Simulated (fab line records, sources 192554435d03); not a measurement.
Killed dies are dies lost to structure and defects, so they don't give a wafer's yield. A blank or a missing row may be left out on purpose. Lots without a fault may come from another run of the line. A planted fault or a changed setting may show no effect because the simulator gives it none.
Chamber matching | flow n5_finfet | N5_BEOL_M5_STRIP_36 on rie_diel-01: 4 sister chambers
The step strips in N2/H2. 8 wafers are shown with their chamber, then 9 later ones without.

WAFERS WITH THEIR CHAMBER
wafer  | chamber | drypump_motor_current_A (A) | showerhead_plenum_p_Torr (Torr)
L074.3 | 2       | 5.0                         | 2.51
L075.3 | 1       | 5.8                         | 2.58
L087.2 | 3       | 5.4                         | 2.42
L087.3 | 0       | 4.9                         | 2.58
L087.6 | 0       | 4.9                         | 2.58
L088.1 | 1       | 5.8                         | 2.57
L088.2 | 3       | 5.3                         | 2.42
L088.4 | 2       | 5.0                         | 2.50

WAFERS WITHOUT THEIR CHAMBER
wafer  | drypump_motor_current_A (A) | showerhead_plenum_p_Torr (Torr)
L091.1 | 4.9                         | 2.58
L091.3 | 5.3                         | 2.42
L091.4 | 5.8                         | 2.57
L094.2 | 5.3                         | 2.42
L094.3 | 5.8                         | 2.57
L094.5 | 5.0                         | 2.49
L096.2 | 5.8                         | 2.56
L096.3 | 5.0                         | 2.49
L096.4 | 5.3                         | 2.42

WHICH CHAMBER EACH WENT THROUGH
wafer  | from the rows above | in truth
L091.1 | 0                   | 0
L091.3 | 3                   | 3
L091.4 | 1                   | 1
L094.2 | 3                   | 3
L094.3 | 1                   | 1
L094.5 | 2                   | 2
L096.2 | 1                   | 1
L096.3 | 2                   | 2
L096.4 | 3                   | 3
Placed correctly: 9 of 9. Can't be placed from these rows: 0. Placed wrongly: 0.
How it was worked out, from the rows above alone: a wafer's distance from a chamber is the root of the sum, over the readings, of the square of ((its reading less the chamber's mean) divided by the reading's scatter). The wafer belongs to the nearest chamber; if the next one is less than 2 further off, it can't be placed. A chamber's mean is the mean of its shown wafers. The scatter: the root of (the sum of the squares of (reading less its chamber's mean) over the shown wafers, divided by (wafers less chambers)).
